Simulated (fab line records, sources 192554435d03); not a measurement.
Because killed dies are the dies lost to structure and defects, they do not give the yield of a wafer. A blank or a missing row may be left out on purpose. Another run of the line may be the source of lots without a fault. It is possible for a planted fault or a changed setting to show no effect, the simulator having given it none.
Which of the tools did it? || flow n5Finfet || 11 lots with 30 wafers sampled at 5 steps, on a route of 1938 steps

== WHAT THE GAUGES SHOWED, per wafer ==
N5_SDB_THK_MEAS_31. Usual: for SDB_THK the level is 63.8 nm and the standard deviation is 1.1.
{"lot": "L563", "measured": "day 4 06:56", "on": "filmMetro-02", "SDB_THK (nm)": "64.2 64.5 64.9", "flag": ""}
{"lot": "L568", "measured": "day 5 10:17", "on": "filmMetro-01", "SDB_THK (nm)": "64.0 62.9", "flag": ""}
{"lot": "L570", "measured": "day 5 22:36", "on": "filmMetro-01", "SDB_THK (nm)": "65.3 63.7", "flag": ""}
{"lot": "L573", "measured": "day 6 20:36", "on": "filmMetro-02", "SDB_THK (nm)": "65.4 63.4 65.1", "flag": ""}
{"lot": "L574", "measured": "day 7 00:15", "on": "filmMetro-02", "SDB_THK (nm)": "64.6 64.0", "flag": ""}
{"lot": "L575", "measured": "day 7 10:20", "on": "filmMetro-02", "SDB_THK (nm)": "62.2 62.8 62.1", "flag": ""}
{"lot": "L579", "measured": "day 8 04:32", "on": "filmMetro-01", "SDB_THK (nm)": "62.8 61.7 63.0", "flag": ""}
{"lot": "L582", "measured": "day 9 02:53", "on": "filmMetro-02", "SDB_THK (nm)": "64.6 64.5 64.8", "flag": ""}
{"lot": "L583", "measured": "day 9 05:02", "on": "filmMetro-02", "SDB_THK (nm)": "63.9 64.8 64.2", "flag": ""}
{"lot": "L584", "measured": "day 9 14:28", "on": "filmMetro-02", "SDB_THK (nm)": "64.7 64.0 64.2", "flag": ""}
{"lot": "L585", "measured": "day 9 18:56", "on": "filmMetro-02", "SDB_THK (nm)": "64.6 62.9 62.5", "flag": ""}

N5_DUMMY_REMOVAL_INSPECT_06: inspects for defects (brightfield). Usual: 12 for rawDefectCount, sd 5.5.
{"lot": "L563", "measured": "day 4 07:13", "on": "defectInspect-01", "rawDefectCount": "8 11 4", "flag": ""}
{"lot": "L568", "measured": "day 5 10:46", "on": "defectInspect-01", "rawDefectCount": "13 8", "flag": ""}
{"lot": "L570", "measured": "day 5 22:55", "on": "defectInspect-01", "rawDefectCount": "24 11", "flag": ""}
{"lot": "L573", "measured": "day 6 20:51", "on": "defectInspect-02", "rawDefectCount": "23 15 23", "flag": ""}
{"lot": "L574", "measured": "day 7 00:33", "on": "defectInspect-02", "rawDefectCount": "6 9", "flag": ""}
{"lot": "L575", "measured": "day 7 10:52", "on": "defectInspect-01", "rawDefectCount": "21 18 16", "flag": ""}
{"lot": "L579", "measured": "day 8 04:50", "on": "defectInspect-02", "rawDefectCount": "9 9 28", "flag": ""}
{"lot": "L582", "measured": "day 9 03:14", "on": "defectInspect-01", "rawDefectCount": "19 17 14", "flag": ""}
{"lot": "L583", "measured": "day 9 05:17", "on": "defectInspect-01", "rawDefectCount": "7 14 5", "flag": ""}
{"lot": "L584", "measured": "day 9 14:43", "on": "defectInspect-02", "rawDefectCount": "2 7 7", "flag": ""}
{"lot": "L585", "measured": "day 9 19:11", "on": "defectInspect-02", "rawDefectCount": "17 19 18", "flag": ""}

N5_BEOL_M4_RC_MEAS_101. Usual: DIBL_N 36.2 mV/V, standard deviation 1.7; DIBL_P 36.6 mV/V, standard deviation 1.9; IOFF_N 0.16 nA/um, standard deviation 0.032; IOFF_P 0.21 nA/um, standard deviation 0.037; ION_N 675 uA/um, standard deviation 12; ION_P 460 uA/um, standard deviation 8.1; SS_N 71.4 mV/dec, standard deviation 0.58; SS_P 73.4 mV/dec, standard deviation 0.64; VT_N 249 mV, standard deviation 3.2; VT_P -252 mV, standard deviation 3.4.
{"lot": "L563", "measured": "day 8 01:22", "on": "prober-02", "DIBL_N (mV/V)": "36.7 36.4 33.9", "DIBL_P (mV/V)": "37.2 37.7 34.4", "IOFF_N (nA/um)": "0.17 0.16 0.13", "IOFF_P (nA/um)": "0.23 0.23 0.18", "ION_N (uA/um)": "665 687 668", "ION_P (uA/um)": "465 468 465", "SS_N (mV/dec)": "71.8 72.2 71.1", "SS_P (mV/dec)": "73.2 73.8 72.9", "VT_N (mV)": "250 250 252", "VT_P (mV)": "-248 -247 -250", "flag": ""}
{"lot": "L568", "measured": "day 9 08:24", "on": "prober-02", "DIBL_N (mV/V)": "34.5 36.1", "DIBL_P (mV/V)": "34.5 37.2", "IOFF_N (nA/um)": "0.14 0.18", "IOFF_P (nA/um)": "0.19 0.23", "ION_N (uA/um)": "675 681", "ION_P (uA/um)": "461 468", "SS_N (mV/dec)": "71.0 71.5", "SS_P (mV/dec)": "72.3 73.6", "VT_N (mV)": "246 246", "VT_P (mV)": "-251 -248", "flag": ""}
{"lot": "L570", "measured": "day 9 11:06", "on": "prober-01", "DIBL_N (mV/V)": "39.4 38.0", "DIBL_P (mV/V)": "39.6 38.2", "IOFF_N (nA/um)": "0.27 0.23", "IOFF_P (nA/um)": "0.30 0.28", "ION_N (uA/um)": "700 698", "ION_P (uA/um)": "471 473", "SS_N (mV/dec)": "72.8 71.8", "SS_P (mV/dec)": "74.4 73.7", "VT_N (mV)": "242 242", "VT_P (mV)": "-245 -249", "flag": ""}
{"lot": "L573", "measured": "day 11 02:49", "on": "prober-01", "DIBL_N (mV/V)": "34.7 34.1 33.1", "DIBL_P (mV/V)": "35.4 35.4 34.1", "IOFF_N (nA/um)": "0.14 0.14 0.11", "IOFF_P (nA/um)": "0.20 0.21 0.18", "ION_N (uA/um)": "669 676 649", "ION_P (uA/um)": "461 460 456", "SS_N (mV/dec)": "70.6 70.5 70.7", "SS_P (mV/dec)": "72.9 72.9 73.4", "VT_N (mV)": "253 250 256", "VT_P (mV)": "-251 -247 -251", "flag": ""}
{"lot": "L574", "measured": "day 11 02:02", "on": "prober-02", "DIBL_N (mV/V)": "34.1 37.2", "DIBL_P (mV/V)": "33.4 37.8", "IOFF_N (nA/um)": "0.13 0.19", "IOFF_P (nA/um)": "0.16 0.23", "ION_N (uA/um)": "667 677", "ION_P (uA/um)": "456 470", "SS_N (mV/dec)": "70.7 72.0", "SS_P (mV/dec)": "72.5 73.1", "VT_N (mV)": "249 246", "VT_P (mV)": "-254 -250", "flag": ""}
{"lot": "L575", "measured": "day 11 05:08", "on": "prober-02", "DIBL_N (mV/V)": "36.2 33.7 36.9", "DIBL_P (mV/V)": "37.0 33.3 37.8", "IOFF_N (nA/um)": "0.16 0.12 0.18", "IOFF_P (nA/um)": "0.20 0.15 0.22", "ION_N (uA/um)": "672 665 673", "ION_P (uA/um)": "453 450 460", "SS_N (mV/dec)": "71.1 71.1 71.8", "SS_P (mV/dec)": "73.1 72.2 73.6", "VT_N (mV)": "247 252 248", "VT_P (mV)": "-253 -254 -251", "flag": ""}
{"lot": "L579", "measured": "day 12 00:05", "on": "prober-02", "DIBL_N (mV/V)": "37.1 35.6 34.8", "DIBL_P (mV/V)": "37.9 35.9 34.4", "IOFF_N (nA/um)": "0.17 0.15 0.13", "IOFF_P (nA/um)": "0.21 0.17 0.16", "ION_N (uA/um)": "678 657 667", "ION_P (uA/um)": "463 450 454", "SS_N (mV/dec)": "71.4 71.7 71.3", "SS_P (mV/dec)": "73.3 73.1 72.4", "VT_N (mV)": "248 248 251", "VT_P (mV)": "-251 -254 -255", "flag": ""}
{"lot": "L582", "measured": "day 12 22:44", "on": "prober-02", "DIBL_N (mV/V)": "36.8 36.7 37.9", "DIBL_P (mV/V)": "36.1 35.8 37.3", "IOFF_N (nA/um)": "0.13 0.15 0.15", "IOFF_P (nA/um)": "0.19 0.18 0.20", "ION_N (uA/um)": "656 683 671", "ION_P (uA/um)": "448 457 461", "SS_N (mV/dec)": "71.4 71.7 71.1", "SS_P (mV/dec)": "72.4 72.7 73.7", "VT_N (mV)": "253 252 250", "VT_P (mV)": "-255 -256 -252", "flag": ""}
{"lot": "L583", "measured": "day 13 02:18", "on": "prober-02", "DIBL_N (mV/V)": "36.0 37.7 37.8", "DIBL_P (mV/V)": "35.2 37.2 37.0", "IOFF_N (nA/um)": "0.16 0.18 0.19", "IOFF_P (nA/um)": "0.22 0.24 0.25", "ION_N (uA/um)": "677 697 692", "ION_P (uA/um)": "469 471 472", "SS_N (mV/dec)": "70.8 71.9 71.6", "SS_P (mV/dec)": "73.1 73.8 73.7", "VT_N (mV)": "249 247 248", "VT_P (mV)": "-249 -246 -247", "flag": ""}
{"lot": "L584", "measured": "day 13 07:38", "on": "prober-01", "DIBL_N (mV/V)": "38.3 37.1 36.5", "DIBL_P (mV/V)": "39.7 37.1 36.0", "IOFF_N (nA/um)": "0.20 0.18 0.17", "IOFF_P (nA/um)": "0.26 0.22 0.21", "ION_N (uA/um)": "692 682 682", "ION_P (uA/um)": "470 466 466", "SS_N (mV/dec)": "71.9 71.8 71.2", "SS_P (mV/dec)": "74.3 74.0 73.5", "VT_N (mV)": "247 248 248", "VT_P (mV)": "-247 -251 -250", "flag": ""}
{"lot": "L585", "measured": "day 13 08:45", "on": "prober-02", "DIBL_N (mV/V)": "37.0 35.7 37.2", "DIBL_P (mV/V)": "35.9 34.2 37.3", "IOFF_N (nA/um)": "0.16 0.13 0.17", "IOFF_P (nA/um)": "0.21 0.19 0.23", "ION_N (uA/um)": "680 666 684", "ION_P (uA/um)": "465 460 469", "SS_N (mV/dec)": "71.2 69.8 71.0", "SS_P (mV/dec)": "72.9 72.2 73.9", "VT_N (mV)": "249 254 249", "VT_P (mV)": "-253 -250 -247", "flag": ""}

== WHAT TOOL EACH LOT RAN ON (gives the tool, then ch and the chambers of the sampled wafers, and finally the start) ==
{"lot": "L563", "N5_HKMG_FIN_ALD_75": "aldHk-03 ch 0,1,3, day 4 08:03", "N5_HKMG_FIN_ALD_79": "aldMetal-01 ch 1,2,3, day 4 09:59"}
{"lot": "L568", "N5_HKMG_FIN_ALD_75": "aldHk-03 ch 2,3, day 5 11:36", "N5_HKMG_FIN_ALD_79": "aldMetal-01 ch 1,2, day 5 13:34"}
{"lot": "L570", "N5_HKMG_FIN_ALD_75": "aldHk-01 ch 1, day 5 23:53", "N5_HKMG_FIN_ALD_79": "aldMetal-01 ch 0,1, day 6 02:02"}
{"lot": "L573", "N5_HKMG_FIN_ALD_75": "aldHk-01 ch 0,1,2, day 6 21:41", "N5_HKMG_FIN_ALD_79": "aldMetal-04 ch 0,2,3, day 6 23:29"}
{"lot": "L574", "N5_HKMG_FIN_ALD_75": "aldHk-02 ch 0,2, day 7 01:29", "N5_HKMG_FIN_ALD_79": "aldMetal-01 ch 3, day 7 03:24"}
{"lot": "L575", "N5_HKMG_FIN_ALD_75": "aldHk-02 ch 0,2, day 7 11:44", "N5_HKMG_FIN_ALD_79": "aldMetal-04 ch 1,2, day 7 13:32"}
{"lot": "L579", "N5_HKMG_FIN_ALD_75": "aldHk-01 ch 0,2, day 8 05:40", "N5_HKMG_FIN_ALD_79": "aldMetal-02 ch 2,3, day 8 07:31"}
{"lot": "L582", "N5_HKMG_FIN_ALD_75": "aldHk-03 ch 0,2,3, day 9 04:15", "N5_HKMG_FIN_ALD_79": "aldMetal-04 ch 0,3, day 9 06:13"}
{"lot": "L583", "N5_HKMG_FIN_ALD_75": "aldHk-03 ch 2,3, day 9 06:08", "N5_HKMG_FIN_ALD_79": "aldMetal-01 ch 0,2,3, day 9 08:20"}
{"lot": "L584", "N5_HKMG_FIN_ALD_75": "aldHk-01 ch 1,2,3, day 9 15:33", "N5_HKMG_FIN_ALD_79": "aldMetal-01 ch 2,3, day 9 17:28"}
{"lot": "L585", "N5_HKMG_FIN_ALD_75": "aldHk-02 ch 0,1, day 9 20:02", "N5_HKMG_FIN_ALD_79": "aldMetal-01 ch 1,3, day 9 22:03"}
- N5_HKMG_FIN_ALD_75: deposits Al2O3, target thk 1 nm, co reactant pulse time 1 s.
- N5_HKMG_FIN_ALD_79: deposits TiN, target thk 1.5 nm, pulse time 1 s, purge time 3 s.

== WHAT THE TOOLS THEMSELVES READ (means of the sampled wafers that have a number; where no wafer has one, the mark that the record gives instead) ==
N5_HKMG_FIN_ALD_75. Usual: heaterPowerW 154 W, standard deviation 11; precursorPulseHeightRel 1.000, standard deviation 0.019.
{"lot": "L563", "tool": "aldHk-03", "heaterPowerW (W)": 144, "precursorPulseHeightRel": 1.004, "flag": ""}
{"lot": "L568", "tool": "aldHk-03", "heaterPowerW (W)": 147, "precursorPulseHeightRel": 1.006, "flag": ""}
{"lot": "L570", "tool": "aldHk-01", "heaterPowerW (W)": 158, "precursorPulseHeightRel": 1.006, "flag": ""}
{"lot": "L573", "tool": "aldHk-01", "heaterPowerW (W)": 158, "precursorPulseHeightRel": 0.999, "flag": ""}
{"lot": "L574", "tool": "aldHk-02", "heaterPowerW (W)": 153, "precursorPulseHeightRel": 1.030, "flag": ""}
{"lot": "L575", "tool": "aldHk-02", "heaterPowerW (W)": 154, "precursorPulseHeightRel": 1.017, "flag": ""}
{"lot": "L579", "tool": "aldHk-01", "heaterPowerW (W)": 159, "precursorPulseHeightRel": 0.996, "flag": ""}
{"lot": "L582", "tool": "aldHk-03", "heaterPowerW (W)": 146, "precursorPulseHeightRel": 0.985, "flag": ""}
{"lot": "L583", "tool": "aldHk-03", "heaterPowerW (W)": 153, "precursorPulseHeightRel": 0.997, "flag": ""}
{"lot": "L584", "tool": "aldHk-01", "heaterPowerW (W)": 159, "precursorPulseHeightRel": 0.972, "flag": ""}
{"lot": "L585", "tool": "aldHk-02", "heaterPowerW (W)": 166, "precursorPulseHeightRel": 0.994, "flag": ""}

N5_HKMG_FIN_ALD_79. Usual: heaterPowerW 910 W, standard deviation 95; precursorPulseHeightRel 1.001, standard deviation 0.018.
{"lot": "L563", "tool": "aldMetal-01", "heaterPowerW (W)": 931, "precursorPulseHeightRel": 1.009, "flag": ""}
{"lot": "L568", "tool": "aldMetal-01", "heaterPowerW (W)": 876, "precursorPulseHeightRel": 0.982, "flag": ""}
{"lot": "L570", "tool": "aldMetal-01", "heaterPowerW (W)": 913, "precursorPulseHeightRel": 1.018, "flag": ""}
{"lot": "L573", "tool": "aldMetal-04", "heaterPowerW (W)": 904, "precursorPulseHeightRel": 1.011, "flag": ""}
{"lot": "L574", "tool": "aldMetal-01", "heaterPowerW (W)": 996, "precursorPulseHeightRel": 1.010, "flag": ""}
{"lot": "L575", "tool": "aldMetal-04", "heaterPowerW (W)": 978, "precursorPulseHeightRel": 1.021, "flag": ""}
{"lot": "L579", "tool": "aldMetal-02", "heaterPowerW (W)": 921, "precursorPulseHeightRel": 1.003, "flag": ""}
{"lot": "L582", "tool": "aldMetal-04", "heaterPowerW (W)": 952, "precursorPulseHeightRel": 0.980, "flag": ""}
{"lot": "L583", "tool": "aldMetal-01", "heaterPowerW (W)": 896, "precursorPulseHeightRel": 1.001, "flag": ""}
{"lot": "L584", "tool": "aldMetal-01", "heaterPowerW (W)": 921, "precursorPulseHeightRel": 0.986, "flag": ""}
{"lot": "L585", "tool": "aldMetal-01", "heaterPowerW (W)": 975, "precursorPulseHeightRel": 1.017, "flag": ""}

== THE ANSWER, worked out from the rows above alone ==
Rule: a lot is off if the mean of its wafers that have a number lies more than 3 standard deviations from the usual mean. A lot without any number at a reading at which 4 lots or more have one is off too. Any other lot the step has rows for is counted as sound. Order of review: gauges by route order, followed by the tools' own readings, for which a lot's mean as printed above is used. At the first step where some lot is off, the reading lying furthest off is the one used; lots without a number count as furthest.
None of the lots is off at any reading shown; this tells nothing.

== WHAT THE SIMULATOR HAD PUT IN ==
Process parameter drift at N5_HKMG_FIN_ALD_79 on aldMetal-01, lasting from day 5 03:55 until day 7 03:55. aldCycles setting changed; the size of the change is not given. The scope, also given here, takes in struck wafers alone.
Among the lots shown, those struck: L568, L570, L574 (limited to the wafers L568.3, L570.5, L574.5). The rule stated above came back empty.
